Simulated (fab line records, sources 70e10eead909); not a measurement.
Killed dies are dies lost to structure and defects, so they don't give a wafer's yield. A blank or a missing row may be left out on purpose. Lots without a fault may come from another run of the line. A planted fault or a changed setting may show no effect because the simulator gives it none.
Chamber matching | flow nand_harc | NHARC_A_M0_ETCH_34 on rie_diel-12: 4 sister chambers
The step etches the open film in N2/H2, target depth 40 nm, overetch 12 nm, time 43.94 s. 14 wafers are shown with their chamber, then 7 later ones without.

WAFERS WITH THEIR CHAMBER
wafer  | chamber | rf_vpp_V (V) | rf_fwd_power_W (W) | throttle_valve_pct (%)
L078.2 | 0       | 425.8        | 398.6              | 14.181
L078.5 | 0       | 426.7        | 396.8              | 14.178
L078.6 | 2       | 428.9        | 392.3              | 14.153
L077.1 | 2       | 428.5        | 393.9              | 14.188
L077.2 | 3       | 429.1        | 396.7              | 14.163
L077.5 | 2       | 429.4        | 394.8              | 14.164
L083.1 | 3       | 428.2        | 396.8              | 14.169
L083.2 | 2       | 428.5        | 392.6              | 14.165
L083.6 | 1       | 431.6        | 394.4              | 14.188
L085.2 | 0       | 424.9        | 395.8              | 14.171
L085.4 | 2       | 429.2        | 393.0              | 14.176
L085.6 | 2       | 429.0        | 393.3              | 14.177
L086.3 | 0       | 425.6        | 395.1              | 14.170
L086.4 | 3       | 429.4        | 397.4              | 14.185

SIGNATURES (means of the wafers above)
reading            | chamber 0 | chamber 1 | chamber 2 | chamber 3 | scatter within a chamber
rf_vpp_V           | 425.750   | 431.600   | 428.917   | 428.900   | 0.557
rf_fwd_power_W     | 396.575   | 394.400   | 393.317   | 396.967   | 1.07
throttle_valve_pct | 14.17500  | 14.18800  | 14.17050  | 14.17233  | 0.0105
Rule: a wafer's distance from a chamber is the root of the sum, over the readings, of the square of ((its reading less the chamber's mean) divided by the reading's scatter). The wafer belongs to the nearest chamber; if the next one is less than 2 further off, it can't be placed. The scatter: the root of (the sum of the squares of (reading less its chamber's mean) over the shown wafers, divided by (wafers less chambers)).

WAFERS WITHOUT THEIR CHAMBER
wafer  | rf_vpp_V (V) | rf_fwd_power_W (W) | throttle_valve_pct (%)
L086.6 | 429.9        | 396.8              | 14.179
L090.1 | 426.7        | 396.9              | 14.173
L090.3 | 429.5        | 396.3              | 14.166
L090.4 | 428.5        | 394.6              | 14.181
L092.1 | 425.9        | 393.8              | 14.163
L092.2 | 428.5        | 395.4              | 14.158
L092.5 | 426.2        | 396.3              | 14.163

WHICH CHAMBER EACH WENT THROUGH
wafer  | from the rows above          | in truth
L086.6 | can't be placed: 3 or 2 or 1 | 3
L090.1 | 0                            | 0
L090.3 | can't be placed: 3 or 2      | 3
L090.4 | can't be placed: 2 or 3      | 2
L092.1 | 0                            | 0
L092.2 | can't be placed: 3 or 2      | 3
L092.5 | 0                            | 0
Placed correctly: 3 of 7. Can't be placed from these rows: 4 (the true chamber is among the candidates in 4). Placed wrongly: 0.
